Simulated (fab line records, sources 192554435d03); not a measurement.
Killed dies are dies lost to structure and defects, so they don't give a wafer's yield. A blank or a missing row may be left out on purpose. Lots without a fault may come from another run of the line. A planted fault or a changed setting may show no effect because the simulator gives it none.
Chamber matching | flow n5_finfet | N5_FIN_CUT_STRIP_24 on rie_diel-01: 4 sister chambers
The step strips in CF4. 16 wafers are shown with their chamber, then 8 later ones without.

WAFERS WITH THEIR CHAMBER
wafer  | chamber | showerhead_plenum_p_Torr (Torr) | throttle_valve_pct (%) | oes_product_au (a.u.)
L074.2 | 2       | 1.87                            | 13.76                  | 0.78
L074.5 | 2       | 1.87                            | 13.79                  | 0.77
L074.6 | 1       | 1.70                            | 13.77                  | 0.67
L075.3 | 1       | 1.70                            | 13.78                  | 0.68
L075.4 | 0       | 1.85                            | 13.76                  | 0.71
L075.5 | 3       | 1.85                            | 13.60                  | 0.70
L079.1 | 0       | 1.85                            | 13.77                  | 0.71
L079.4 | 1       | 1.69                            | 13.79                  | 0.66
L079.6 | 1       | 1.69                            | 13.78                  | 0.66
L082.1 | 0       | 1.85                            | 13.79                  | 0.70
L082.4 | 2       | 1.86                            | 13.82                  | 0.76
L082.6 | 0       | 1.85                            | 13.77                  | 0.71
L083.1 | 2       | 1.86                            | 13.81                  | 0.76
L083.2 | 0       | 1.85                            | 13.80                  | 0.70
L083.4 | 2       | 1.86                            | 13.83                  | 0.76
L091.4 | 0       | 1.84                            | 13.82                  | 0.69

SIGNATURES (means of the wafers above)
reading                  | chamber 0 | chamber 1 | chamber 2 | chamber 3 | scatter within a chamber
showerhead_plenum_p_Torr | 1.8483    | 1.6950    | 1.8640    | 1.8500    | 0.00503
throttle_valve_pct       | 13.7850   | 13.7800   | 13.8020   | 13.6000   | 0.022
oes_product_au           | 0.7033    | 0.6675    | 0.7660    | 0.7000    | 0.0088
Rule: a wafer's distance from a chamber is the root of the sum, over the readings, of the square of ((its reading less the chamber's mean) divided by the reading's scatter). The wafer belongs to the nearest chamber; if the next one is less than 2 further off, it can't be placed. The scatter: the root of (the sum of the squares of (reading less its chamber's mean) over the shown wafers, divided by (wafers less chambers)).

WAFERS WITHOUT THEIR CHAMBER
wafer  | showerhead_plenum_p_Torr (Torr) | throttle_valve_pct (%) | oes_product_au (a.u.)
L091.5 | 1.84                            | 13.68                  | 0.68
L091.6 | 1.84                            | 13.83                  | 0.69
L092.1 | 1.90                            | 13.26                  | 0.92
L092.4 | 1.84                            | 13.85                  | 0.69
L092.6 | 1.86                            | 13.85                  | 0.74
L097.1 | 1.84                            | 13.69                  | 0.67
L097.4 | 1.85                            | 13.90                  | 0.74
L097.5 | 1.84                            | 13.66                  | 0.67

WHICH CHAMBER EACH WENT THROUGH
wafer  | from the rows above     | in truth
L091.5 | can't be placed: 3 or 0 | 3
L091.6 | 0                       | 0
L092.1 | can't be placed: 3 or 2 | 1
L092.4 | 0                       | 0
L092.6 | can't be placed: 2 or 0 | 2
L097.1 | can't be placed: 3 or 0 | 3
L097.4 | can't be placed: 2 or 0 | 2
L097.5 | 3                       | 3
Placed correctly: 3 of 8. Can't be placed from these rows: 5 (the true chamber is among the candidates in 4). Placed wrongly: 0.
